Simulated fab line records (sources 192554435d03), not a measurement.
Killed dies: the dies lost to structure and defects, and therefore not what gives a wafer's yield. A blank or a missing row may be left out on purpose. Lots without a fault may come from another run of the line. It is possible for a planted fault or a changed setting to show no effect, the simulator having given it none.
Matching of chambers ; flow n5_finfet ; rie_diel-01 running N5_BEOL_M5_ETCH_72: 4 sister chambers
The step etches underlayer in N2/H2, target depth 6.5 nm, time 5.2 s. 4 wafers are shown with their chamber, then 11 later ones without.

== WAFERS, EACH WITH ITS CHAMBER ==
wafer;chamber;showerhead_plenum_p_Torr (Torr)
L083.5;1;2.39
L084.2;0;2.52
L087.6;2;2.46
L091.2;3;2.44

== WAFERS MISSING THEIR CHAMBER ==
wafer;showerhead_plenum_p_Torr (Torr)
L091.4;2.51
L091.6;2.46
L095.2;2.45
L095.5;2.51
L095.6;2.70
L096.2;2.70
L096.4;2.44
L096.5;2.70
L097.3;2.51
L097.4;2.70
L097.5;2.45

== THE CHAMBER EACH PASSED THROUGH ==
wafer;from the rows above;in truth
L091.4;can't be placed: 0 or 2 or 3 or 1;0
L091.6;can't be placed: 2 or 3 or 0 or 1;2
L095.2;can't be placed: 2 or 3 or 1 or 0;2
L095.5;can't be placed: 0 or 2 or 3 or 1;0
L095.6;can't be placed: 0 or 2 or 3 or 1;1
L096.2;can't be placed: 0 or 2 or 3 or 1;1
L096.4;can't be placed: 3 or 2 or 1 or 0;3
L096.5;can't be placed: 0 or 2 or 3 or 1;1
L097.3;can't be placed: 0 or 2 or 3 or 1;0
L097.4;can't be placed: 0 or 2 or 3 or 1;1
L097.5;can't be placed: 2 or 3 or 1 or 0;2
Correct placement for 0 of the 11. From these rows, 11 cannot be placed; in 11 the true chamber is one of the candidates. 0 placed wrongly.
How it was worked out, from the rows above alone: a wafer's distance from a chamber is the root of the sum, over the readings, of the square of ((its reading less the chamber's mean) divided by the reading's scatter). If the next closest chamber is less than 2 further off than the closest, the wafer can't be placed; otherwise it belongs to the closest. For every chamber, the mean is computed from those of its wafers that are shown. The scatter (one wafer shown for each chamber): square how far every hidden wafer sits from the nearest shown wafer, average those squares and take the square root.
